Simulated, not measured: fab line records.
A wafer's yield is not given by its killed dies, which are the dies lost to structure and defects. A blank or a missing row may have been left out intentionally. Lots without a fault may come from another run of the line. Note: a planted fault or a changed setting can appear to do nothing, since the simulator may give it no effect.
3 desks looking at one fault	flow n5-finfet	numbers are kept per desk, each desk with only its own; the story behind them comes last

THE TOOL OWNER'S DESK: pecvd-02
The tool's own readings at N5_BEOL_M6_PECVD_70 (deposits SiO2 from TEOS/O2, target thk 20 nm, time 22.7 s): means of the sampled wafers that have a number, for each lot that ran on this tool. Any lot whose mean is over 4 standard deviations away from the usual mean is out of limits and marked OUT; that distance is given in the brackets.
Columns: A = heater-power-w at N5_BEOL_M6_PECVD_70, usual 700 W; B = showerhead-plenum-p-Torr at N5_BEOL_M6_PECVD_70, usual 8.76 Torr; C = throttle-valve-pct at N5_BEOL_M6_PECVD_70, usual 22.4 %
lot	first seen here	A	B	C
L197	day 11 04:40	789	8.77	24.2
L198	day 11 09:25	754	8.69	22.4
L205	day 13 02:57	736	8.77	24.1
L207	day 13 16:34	683	8.79	23.1
This desk's verdict: no lot among the 4 shows anything out of limits.

AT THE METROLOGY DESK
Means of the sampled wafers that have a number, per lot and without regard to the tool the lot ran on: this is what the gauges read. Any lot whose mean is over 4 standard deviations away from the usual mean is out of limits and marked OUT; that distance is given in the brackets.
Columns: A = M5_THK at N5_BEOL_M5_THK_MEAS_53, usual 61.1 nm; B = M5_RS at N5_BEOL_M5_RS_MEAS_57, usual 0.394 ohm/sq
lot	first seen here	A	B
L194	day 10 09:14	61.6	0.387
L197	day 11 03:43	62.7	0.382
L198	day 11 08:28	59.6	0.404
L199	day 11 13:02	61.2	0.397
L200	day 11 13:44	59.9	0.404
L205	day 13 01:27	58.6	0.415
L207	day 13 15:37	63.7	0.376
L213	day 14 19:58	62.2	0.388
L212	day 14 20:21	61.2	0.393
L216	day 15 21:48	62.2	0.385
This desk's verdict: no lot among the 10 shows anything out of limits.

THE DEFECT DESK
Inspection counts along the route, by lot: the mean over sampled wafers that carry a number. Any lot whose mean is over 4 standard deviations away from the usual mean is out of limits and marked OUT; that distance is given in the brackets.
Columns: A = raw-defect-count at N5_BEOL_M6_INSPECT_13, usual 405; B = raw-defect-count at N5_BEOL_M6_INSPECT_30, usual 409
lot	first seen here	A	B
L194	day 10 12:21	410	423
L197	day 11 05:47	344	358
L198	day 11 13:37	398	401
L199	day 11 15:41	504	481
L200	day 11 16:31	458	451
L205	day 13 03:39	286	290
L207	day 13 17:40	599	614
L213	day 14 22:27	450	477
L212	day 14 23:07	360	356
L216	day 15 23:41	443	436
This desk's verdict: no lot among the 10 shows anything out of limits.

ALL TOGETHER
The tool owner's desk saw nothing out of limits.
From the metrology desk's view, nothing was out of limits.
Nothing the defect desk looked at was out of limits.

WHAT WAS PUT IN BY THE SIMULATOR
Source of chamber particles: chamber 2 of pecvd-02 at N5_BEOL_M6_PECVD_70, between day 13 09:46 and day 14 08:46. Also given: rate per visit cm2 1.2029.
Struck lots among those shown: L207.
